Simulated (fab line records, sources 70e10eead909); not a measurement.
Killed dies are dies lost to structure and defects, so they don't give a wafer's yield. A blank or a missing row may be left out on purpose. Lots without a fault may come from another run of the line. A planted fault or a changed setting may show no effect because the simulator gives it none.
Which tool did it? | flow nand_harc | 23 lots, 69 wafers sampled, at 6 steps of a route of 1159

WHAT THE GAUGES READ, wafer by wafer
NHARC_P_BONDPAD_THK_MEAS_20: measures by xrf. Usual: thk_nm 161.6 nm, standard deviation 1.6.
lot  | measured     | on            | thk_nm (nm)       | flag
L074 | day 6 12:22  | film_metro-01 | 160.9 161.4 161.2 |
L075 | day 6 21:34  | film_metro-02 | 162.3 162.6 163.2 |
L076 | day 6 21:58  | film_metro-02 | 166.1 159.6 163.2 |
L077 | day 7 13:21  | film_metro-02 | 161.4 161.4 161.2 |
L078 | day 7 14:01  | film_metro-01 | 163.1 160.3 160.3 |
L079 | day 7 20:04  | film_metro-01 | 160.0 160.1 162.1 |
L080 | day 8 03:10  | film_metro-01 | 160.4 164.2 164.4 |
L082 | day 8 08:06  | film_metro-02 | 161.9 160.1 158.4 |
L081 | day 8 15:35  | film_metro-01 | 162.6 161.1 161.3 |
L084 | day 9 02:42  | film_metro-01 | 162.2 161.6 162.1 |
L085 | day 9 15:07  | film_metro-01 | 160.4 163.1 159.2 |
L087 | day 9 16:02  | film_metro-01 | 160.8 159.9 162.0 |
L086 | day 9 16:22  | film_metro-02 | 160.7 160.7 159.7 |
L088 | day 10 06:41 | film_metro-01 | 163.3 162.7 160.2 |
L089 | day 10 07:01 | film_metro-01 | 160.8 161.4 161.7 |
L090 | day 10 15:48 | film_metro-02 | 160.2 160.7 159.6 |
L091 | day 11 00:38 | film_metro-02 | 163.9 159.9 163.0 |
L094 | day 11 05:50 | film_metro-02 | 162.6 157.9 160.6 |
L093 | day 11 14:46 | film_metro-01 | 163.3 163.7 160.8 |
L092 | day 11 15:23 | film_metro-01 | 163.1 160.1 163.1 |
L095 | day 11 16:56 | film_metro-01 | 161.4 163.9 162.6 |
L096 | day 11 22:46 | film_metro-02 | 162.5 164.2 163.2 |
L097 | day 12 06:56 | film_metro-02 | 163.1 163.1 163.7 |

NHARC_A_SGD_CUT_OVL_MEAS_10. Usual: overlay_x_nm 0.0 nm, standard deviation 0.81; overlay_y_nm 0.0 nm, standard deviation 0.58.
lot  | measured     | on         | overlay_x_nm (nm) | overlay_y_nm (nm) | flag
L074 | day 14 00:43 | overlay-02 | 0.0 0.4 0.3       | -0.9 -0.8 -1.3    |
L075 | day 14 02:42 | overlay-02 | 0.9 0.2 0.5       | 0.9 0.6 0.5       |
L076 | day 14 03:05 | overlay-02 | 0.4 0.6 0.6       | -0.1 -0.4 0.0     |
L077 | day 14 16:46 | overlay-01 | -0.2 -1.1 -0.5    | 0.4 0.6 0.8       |
L078 | day 14 15:32 | overlay-01 | -0.7 -0.3 0.3     | 0.4 -0.3 0.2      |
L079 | day 14 20:33 | overlay-02 | 0.4 0.1 0.2       | 0.3 0.8 -0.3      |
L080 | day 16 04:29 | overlay-01 | 0.6 0.4 0.2       | -0.6 0.0 -0.7     |
L082 | day 15 21:04 | overlay-02 | 1.1 1.1 0.5       | -0.5 -0.8 -0.9    |
L081 | day 16 13:42 | overlay-01 | -0.2 -0.7 -0.6    | -0.3 0.1 0.3      |
L084 | day 16 13:23 | overlay-02 | -0.6 -1.2 -0.5    | -0.3 -0.1 -0.3    |
L085 | day 16 22:09 | overlay-02 | -1.3 -1.6 -1.3    | 1.0 -0.4 1.4      |
L087 | day 16 22:18 | overlay-01 | 1.5 1.0 0.4       | 0.6 1.0 0.4       |
L086 | day 16 22:35 | overlay-02 | -0.7 -0.7 -0.6    | -0.3 0.3 0.2      |
L088 | day 17 12:21 | overlay-01 | 0.3 0.3 -0.6      | 0.6 0.6 1.1       |
L089 | day 17 12:31 | overlay-02 | 1.1 0.6 0.8       | -0.9 -0.7 -1.3    |
L090 | day 17 19:44 | overlay-01 | -0.6 -1.1 -0.1    | 0.8 1.1 0.7       |
L091 | day 17 20:11 | overlay-01 | 1.1 0.1 0.5       | 0.1 0.1 0.1       |
L094 | day 18 16:16 | overlay-02 | 0.3 0.1 0.7       | -0.2 -0.2 0.0     |
L093 | day 19 11:56 | overlay-02 | -1.6 -1.5 -1.0    | 0.1 0.2 -0.1      |
L092 | day 19 01:12 | overlay-02 | 1.1 1.4 1.3       | -0.6 -0.5 -0.6    |
L095 | day 19 01:29 | overlay-02 | -1.5 -0.8 -1.0    | 0.5 0.4 0.3       |
L096 | day 19 20:05 | overlay-02 | 0.2 0.3 0.3       | 0.0 0.5 0.1       |
L097 | day 20 09:46 | overlay-02 | 0.1 0.5 0.2       | -0.1 0.1 -0.3     |

WHICH TOOL RAN EACH LOT (tool, then ch and the chambers of the sampled wafers, then the start)
lot  | NHARC_A_STAIRCASE_TRIM_20          | NHARC_A_STAIRCASE_TRIM_196         | NHARC_A_STAIRCASE_ETCH_313         | NHARC_A_STAIRCASE_DESCUM_443
L074 | rie_diel-07 ch 0,1,3, day 10 23:53 | rie_diel-07 ch 0,2,3, day 11 03:37 | rie_diel-12 ch 1,2, day 11 20:55   | rie_diel-11 ch 0,1,2, day 13 16:30
L075 | rie_diel-11 ch 1,2,3, day 11 08:18 | rie_diel-11 ch 0,1,2, day 11 12:26 | rie_diel-12 ch 0,2,3, day 12 05:21 | rie_diel-12 ch 0,2,3, day 13 20:56
L076 | rie_diel-12 ch 0,1, day 11 07:40   | rie_diel-12 ch 0,1, day 11 11:39   | rie_diel-07 ch 0,2, day 12 05:44   | rie_diel-07 ch 1,2,3, day 13 21:05
L077 | rie_diel-07 ch 0,1,2, day 11 19:30 | rie_diel-11 ch 0,1, day 11 23:16   | rie_diel-07 ch 0,1,2, day 12 14:52 | rie_diel-11 ch 0,1,3, day 14 09:56
L078 | rie_diel-12 ch 0,2, day 11 19:23   | rie_diel-12 ch 0,1, day 12 00:24   | rie_diel-12 ch 0,1,3, day 12 17:05 | rie_diel-07 ch 1,3, day 14 09:42
L079 | rie_diel-12 ch 0,2,3, day 12 00:11 | rie_diel-11 ch 0,2,3, day 12 04:50 | rie_diel-07 ch 0,1,3, day 12 20:44 | rie_diel-11 ch 1,2,3, day 14 14:35
L080 | rie_diel-12 ch 2,3, day 12 15:40   | rie_diel-07 ch 0,1,2, day 12 20:04 | rie_diel-11 ch 0,1,2, day 14 01:24 | rie_diel-12 ch 1,2,3, day 15 22:16
L082 | rie_diel-11 ch 2,3, day 12 15:22   | rie_diel-12 ch 1,2,3, day 12 19:53 | rie_diel-12 ch 0,1,2, day 13 19:39 | rie_diel-07 ch 0,1,2, day 15 15:11
L081 | rie_diel-11 ch 0,2,3, day 13 03:32 | rie_diel-07 ch 0,2,3, day 13 07:20 | rie_diel-07 ch 0,1,3, day 14 09:23 | rie_diel-12 ch 0,1, day 16 07:20
L084 | rie_diel-11 ch 0,1,2, day 13 13:53 | rie_diel-12 ch 1,2,3, day 13 17:38 | rie_diel-12 ch 0,3, day 14 15:58   | rie_diel-07 ch 0,1,3, day 16 07:33
L085 | rie_diel-12 ch 2,3, day 14 04:59   | rie_diel-12 ch 1,2, day 14 08:38   | rie_diel-11 ch 0,1,3, day 15 01:22 | rie_diel-11 ch 0,1,2, day 16 16:09
L087 | rie_diel-07 ch 1,3, day 14 02:29   | rie_diel-07 ch 1,2, day 14 06:23   | rie_diel-07 ch 0,2, day 15 00:10   | rie_diel-12 ch 0,1, day 16 16:20
L086 | rie_diel-12 ch 0,1,3, day 14 02:17 | rie_diel-12 ch 0,1,3, day 14 06:11 | rie_diel-07 ch 1,2,3, day 14 23:13 | rie_diel-07 ch 0,1,2, day 16 16:10
L088 | rie_diel-11 ch 1,2, day 14 13:14   | rie_diel-11 ch 1,3, day 14 17:16   | rie_diel-12 ch 0,2, day 15 09:29   | rie_diel-11 ch 0,1,3, day 17 05:49
L089 | rie_diel-12 ch 1,2,3, day 14 13:17 | rie_diel-12 ch 0,1, day 14 17:26   | rie_diel-07 ch 0,2,3, day 15 08:51 | rie_diel-12 ch 1,2, day 17 05:59
L090 | rie_diel-07 ch 1,3, day 14 20:44   | rie_diel-12 ch 0,1, day 15 00:26   | rie_diel-12 ch 0,1, day 15 16:23   | rie_diel-11 ch 0,1,2, day 17 13:47
L091 | rie_diel-11 ch 0,1, day 15 03:01   | rie_diel-07 ch 0,3, day 15 06:34   | rie_diel-12 ch 0,2, day 16 00:49   | rie_diel-12 ch 2,3, day 17 13:56
L094 | rie_diel-11 ch 0,1, day 15 09:58   | rie_diel-11 ch 0,2, day 15 14:25   | rie_diel-12 ch 1,2,3, day 16 06:49 | rie_diel-12 ch 1,3, day 18 08:07
L093 | rie_diel-12 ch 0,1, day 16 00:27   | rie_diel-07 ch 1,2, day 16 04:58   | rie_diel-11 ch 0,1,3, day 17 00:59 | rie_diel-12 ch 1,2, day 19 06:04
L092 | rie_diel-12 ch 2,3, day 15 20:41   | rie_diel-07 ch 0,3, day 16 00:38   | rie_diel-11 ch 0,2, day 16 20:21   | rie_diel-11 ch 0,1, day 18 19:16
L095 | rie_diel-07 ch 0,2,3, day 15 20:48 | rie_diel-07 ch 1,2,3, day 16 01:05 | rie_diel-07 ch 0,1,2, day 16 21:38 | rie_diel-12 ch 0,1,2, day 18 19:25
L096 | rie_diel-12 ch 2,3, day 16 10:42   | rie_diel-07 ch 0,1, day 16 14:30   | rie_diel-12 ch 2,3, day 17 08:47   | rie_diel-12 ch 0,1,2, day 19 14:21
L097 | rie_diel-11 ch 0,2,3, day 17 07:20 | rie_diel-07 ch 0,1, day 17 11:16   | rie_diel-07 ch 0,1, day 18 06:40   | rie_diel-11 ch 2,3, day 20 03:28
- NHARC_A_STAIRCASE_TRIM_20: chemistry O2, time 211.2 s.
- NHARC_A_STAIRCASE_TRIM_196: chemistry O2, time 211.2 s.
- NHARC_A_STAIRCASE_ETCH_313: etches the open film in CF4/CHF3.
- NHARC_A_STAIRCASE_DESCUM_443: chemistry O2, time 3 s.

WHAT THE TOOLS THEMSELVES READ (means of the sampled wafers that have a number; where no wafer has one, the mark that the record gives instead)
NHARC_A_STAIRCASE_TRIM_20. Usual: drypump_motor_current_A 5.9 A, standard deviation 0.45; oes_product_au 1.003 a.u., standard deviation 0.009; rf_vpp_V 58.0 V, standard deviation 0.9; showerhead_plenum_p_Torr 3.57 Torr, standard deviation 0.13; throttle_valve_pct 17.036 %, standard deviation 0.0088.
lot  | tool        | drypump_motor_current_A (A) | oes_product_au (a.u.) | rf_vpp_V (V) | showerhead_plenum_p_Torr (Torr) | throttle_valve_pct (%) | flag
L074 | rie_diel-07 | 5.7                         | 1.002                 | 57.3         | 3.55                            | 17.040                 |
L075 | rie_diel-11 | 5.9                         | 1.000                 | 58.1         | 3.54                            | 17.038                 |
L076 | rie_diel-12 | 5.8                         | 1.009                 | 58.4         | 3.55                            | 17.046                 |
L077 | rie_diel-07 | 5.8                         | 1.003                 | 57.5         | 3.52                            | 17.047                 |
L078 | rie_diel-12 | 6.0                         | 1.007                 | 58.4         | 3.64                            | 17.043                 |
L079 | rie_diel-12 | 6.0                         | 1.005                 | 58.5         | 3.61                            | 17.030                 |
L080 | rie_diel-12 | 6.1                         | 1.007                 | 59.3         | 3.65                            | 17.049                 |
L082 | rie_diel-11 | 5.9                         | 1.003                 | 57.4         | 3.40                            | 17.022                 |
L081 | rie_diel-11 | 6.0                         | 1.003                 | 57.9         | 3.49                            | 17.041                 |
L084 | rie_diel-11 | 5.6                         | 1.002                 | 58.2         | 3.51                            | 17.039                 |
L085 | rie_diel-12 | 6.1                         | 1.000                 | 57.5         | 3.67                            | 17.030                 |
L087 | rie_diel-07 | 5.3                         | 1.002                 | 57.7         | 3.65                            | 17.034                 |
L086 | rie_diel-12 | 5.9                         | 1.010                 | 57.6         | 3.58                            | 17.031                 |
L088 | rie_diel-11 | 5.5                         | 0.996                 | 57.4         | 3.54                            | 17.033                 |
L089 | rie_diel-12 | 6.0                         | 1.002                 | 58.7         | 3.64                            | 17.032                 |
L090 | rie_diel-07 | 5.2                         | 1.001                 | 57.9         | 3.65                            | 17.040                 |
L091 | rie_diel-11 | 5.7                         | 0.998                 | 58.2         | 3.60                            | 17.039                 |
L094 | rie_diel-11 | 5.6                         | 0.995                 | 58.7         | 3.63                            | 17.033                 |
L093 | rie_diel-12 | 5.8                         | 1.002                 | 58.2         | 3.58                            | 17.030                 |
L092 | rie_diel-12 | 6.2                         | 1.001                 | 58.1         | 3.66                            | 17.035                 |
L095 | rie_diel-07 | 6.1                         | 0.998                 | 57.9         | 3.61                            | 17.039                 |
L096 | rie_diel-12 | 6.1                         | 1.001                 | 58.6         | 3.64                            | 17.034                 |
L097 | rie_diel-11 | 6.0                         | 1.009                 | 58.6         | 3.65                            | 17.041                 |

NHARC_A_STAIRCASE_TRIM_196. Usual: drypump_motor_current_A 5.8 A, standard deviation 0.52; oes_product_au 1.004 a.u., standard deviation 0.0088; rf_vpp_V 57.9 V, standard deviation 0.88; showerhead_plenum_p_Torr 3.57 Torr, standard deviation 0.13; throttle_valve_pct 17.038 %, standard deviation 0.0094.
lot  | tool        | drypump_motor_current_A (A) | oes_product_au (a.u.) | rf_vpp_V (V) | showerhead_plenum_p_Torr (Torr) | throttle_valve_pct (%) | flag
L074 | rie_diel-07 | 6.1                         | 1.012                 | 58.3         | 3.63                            | 17.037                 |
L075 | rie_diel-11 | 5.7                         | 0.997                 | 57.8         | 3.52                            | 17.044                 |
L076 | rie_diel-12 | 5.8                         | 1.010                 | 57.8         | 3.60                            | 17.029                 |
L077 | rie_diel-11 | 5.6                         | 0.994                 | 58.3         | 3.65                            | 17.038                 |
L078 | rie_diel-12 | 5.8                         | 1.006                 | 58.3         | 3.59                            | 17.030                 |
L079 | rie_diel-11 | 6.0                         | 1.007                 | 57.6         | 3.50                            | 17.043                 |
L080 | rie_diel-07 | 5.8                         | 0.999                 | 58.2         | 3.51                            | 17.040                 |
L082 | rie_diel-12 | 6.0                         | 1.009                 | 58.0         | 3.65                            | 17.030                 |
L081 | rie_diel-07 | 6.1                         | 0.998                 | 58.7         | 3.62                            | 17.035                 |
L084 | rie_diel-12 | 6.0                         | 1.009                 | 57.8         | 3.65                            | 17.046                 |
L085 | rie_diel-12 | 6.0                         | 0.998                 | 58.5         | 3.65                            | 17.035                 |
L087 | rie_diel-07 | 5.6                         | 1.014                 | 57.6         | 3.60                            | 17.033                 |
L086 | rie_diel-12 | 5.9                         | 1.000                 | 57.9         | 3.58                            | 17.039                 |
L088 | rie_diel-11 | 5.9                         | 0.996                 | 57.6         | 3.65                            | 17.032                 |
L089 | rie_diel-12 | 5.8                         | 1.007                 | 57.5         | 3.53                            | 17.040                 |
L090 | rie_diel-12 | 5.8                         | 1.008                 | 58.1         | 3.58                            | 17.042                 |
L091 | rie_diel-07 | 5.9                         | 0.990                 | 57.2         | 3.63                            | 17.041                 |
L094 | rie_diel-11 | 5.7                         | 1.011                 | 56.7         | 3.47                            | 17.041                 |
L093 | rie_diel-07 | 5.6                         | 1.008                 | 57.9         | 3.59                            | 17.030                 |
L092 | rie_diel-07 | 6.0                         | 1.005                 | 57.8         | 3.63                            | 17.045                 |
L095 | rie_diel-07 | 5.5                         | 1.007                 | 57.3         | 3.61                            | 17.044                 |
L096 | rie_diel-07 | 5.4                         | 1.005                 | 56.7         | 3.41                            | 17.047                 |
L097 | rie_diel-07 | 6.0                         | 0.999                 | 57.7         | 3.40                            | 17.037                 |

NHARC_A_STAIRCASE_ETCH_313. Usual: drypump_motor_current_A 5.8 A, standard deviation 0.53; oes_product_au 0.941 a.u., standard deviation 0.023; rf_vpp_V 371.5 V, standard deviation 2.2; showerhead_plenum_p_Torr 1.60 Torr, standard deviation 0.056; throttle_valve_pct 16.802 %, standard deviation 0.0091.
lot  | tool        | drypump_motor_current_A (A) | oes_product_au (a.u.) | rf_vpp_V (V) | showerhead_plenum_p_Torr (Torr) | throttle_valve_pct (%) | flag
L074 | rie_diel-12 | 6.1                         | 0.928                 | 373.7        | 1.65                            | 16.805                 |
L075 | rie_diel-12 | 6.0                         | 0.970                 | 372.3        | 1.61                            | 16.801                 |
L076 | rie_diel-07 | 6.5                         | 0.920                 | 369.1        | 1.56                            | 16.811                 |
L077 | rie_diel-07 | 5.8                         | 0.932                 | 370.5        | 1.57                            | 16.804                 |
L078 | rie_diel-12 | 5.9                         | 0.939                 | 371.5        | 1.60                            | 16.811                 |
L079 | rie_diel-07 | 5.6                         | 0.921                 | 370.8        | 1.58                            | 16.805                 |
L080 | rie_diel-11 | 5.6                         | 0.925                 | 370.8        | 1.56                            | 16.800                 |
L082 | rie_diel-12 | 5.9                         | 0.965                 | 372.1        | 1.61                            | 16.800                 |
L081 | rie_diel-07 | 5.6                         | 0.921                 | 370.7        | 1.58                            | 16.810                 |
L084 | rie_diel-12 | 5.8                         | 0.933                 | 371.1        | 1.58                            | 16.808                 |
L085 | rie_diel-11 | 6.0                         | 0.968                 | 371.1        | 1.61                            | 16.794                 |
L087 | rie_diel-07 | 6.2                         | 0.918                 | 371.6        | 1.60                            | 16.809                 |
L086 | rie_diel-07 | 5.4                         | 0.968                 | 371.7        | 1.62                            | 16.802                 |
L088 | rie_diel-12 | 5.9                         | 0.931                 | 370.6        | 1.59                            | 16.798                 |
L089 | rie_diel-07 | 6.0                         | 0.919                 | 372.7        | 1.61                            | 16.804                 |
L090 | rie_diel-12 | 5.7                         | 0.972                 | 370.1        | 1.58                            | 16.800                 |
L091 | rie_diel-12 | 6.0                         | 0.926                 | 372.4        | 1.62                            | 16.806                 |
L094 | rie_diel-12 | 6.0                         | 0.921                 | 372.8        | 1.62                            | 16.796                 |
L093 | rie_diel-11 | 6.0                         | 0.947                 | 371.6        | 1.61                            | 16.795                 |
L092 | rie_diel-11 | 5.7                         | 0.939                 | 371.9        | 1.63                            | 16.803                 |
L095 | rie_diel-07 | 5.8                         | 0.945                 | 370.4        | 1.56                            | 16.805                 |
L096 | rie_diel-12 | 6.1                         | 0.995                 | 372.7        | 1.63                            | 16.796                 |
L097 | rie_diel-07 | 5.4                         | 0.956                 | 368.6        | 1.52                            | 16.810                 |

NHARC_A_STAIRCASE_DESCUM_443. Usual: drypump_motor_current_A 5.9 A, standard deviation 0.45; oes_product_au 1.007 a.u., standard deviation 0.012; rf_vpp_V 58.0 V, standard deviation 0.89; showerhead_plenum_p_Torr 1.95 Torr, standard deviation 0.07; throttle_valve_pct 11.311 %, standard deviation 0.0097.
lot  | tool        | drypump_motor_current_A (A) | oes_product_au (a.u.) | rf_vpp_V (V) | showerhead_plenum_p_Torr (Torr) | throttle_valve_pct (%) | flag
L074 | rie_diel-11 | 5.6                         | 1.007                 | 57.9         | 1.90                            | 11.315                 |
L075 | rie_diel-12 | 6.0                         | 1.009                 | 57.9         | 1.96                            | 11.309                 |
L076 | rie_diel-07 | 5.4                         | 1.007                 | 57.8         | 1.97                            | 11.314                 |
L077 | rie_diel-11 | 6.0                         | 0.994                 | 58.5         | 1.96                            | 11.309                 |
L078 | rie_diel-07 | 5.3                         | 0.997                 | 58.0         | 1.98                            | 11.310                 |
L079 | rie_diel-11 | 5.9                         | 0.993                 | 57.8         | 1.91                            | 11.316                 |
L080 | rie_diel-12 | 6.0                         | 1.001                 | 57.9         | 1.98                            | 11.310                 |
L082 | rie_diel-07 | 5.8                         | 1.009                 | 57.5         | 1.90                            | 11.314                 |
L081 | rie_diel-12 | 5.8                         | 1.013                 | 57.7         | 1.94                            | 11.300                 |
L084 | rie_diel-07 | 5.7                         | 1.004                 | 57.9         | 1.91                            | 11.307                 |
L085 | rie_diel-11 | 5.6                         | 1.000                 | 58.1         | 2.00                            | 11.314                 |
L087 | rie_diel-12 | 5.9                         | 1.013                 | 57.7         | 1.94                            | 11.315                 |
L086 | rie_diel-07 | 5.8                         | 0.997                 | 58.6         | 1.89                            | 11.311                 |
L088 | rie_diel-11 | 6.0                         | 0.999                 | 58.1         | 1.96                            | 11.309                 |
L089 | rie_diel-12 | 6.1                         | 1.014                 | 58.9         | 1.99                            | 11.306                 |
L090 | rie_diel-11 | 5.6                         | 1.003                 | 57.4         | 2.00                            | 11.311                 |
L091 | rie_diel-12 | 6.1                         | 1.018                 | 57.7         | 1.97                            | 11.316                 |
L094 | rie_diel-12 | 5.9                         | 1.025                 | 59.1         | 1.96                            | 11.316                 |
L093 | rie_diel-12 | 6.1                         | 1.018                 | 58.8         | 1.98                            | 11.318                 |
L092 | rie_diel-11 | 5.6                         | 0.988                 | 57.8         | 1.96                            | 11.315                 |
L095 | rie_diel-12 | 5.9                         | 1.023                 | 58.7         | 1.95                            | 11.304                 |
L096 | rie_diel-12 | 6.0                         | 1.017                 | 57.5         | 1.94                            | 11.322                 |
L097 | rie_diel-11 | 5.9                         | 1.012                 | 58.5         | 2.03                            | 11.315                 |

THE ANSWER, worked out from the rows above alone
Rule: a lot is off if the mean of its wafers that have a number lies more than 3 standard deviations from the usual mean. A lot without any number at a reading at which 4 lots or more have one is off too. The other lots that the step has rows for count as sound. The gauges are gone through in route order, then the tools' own readings, and for those a lot's mean is taken as printed above. The first step at which some lot is off is used, and at that step the reading that is off furthest; a lot without a number counts as furthest.
No lot is off at any reading shown: from this, nothing can be told.

WHAT THE SIMULATOR HAD PUT IN
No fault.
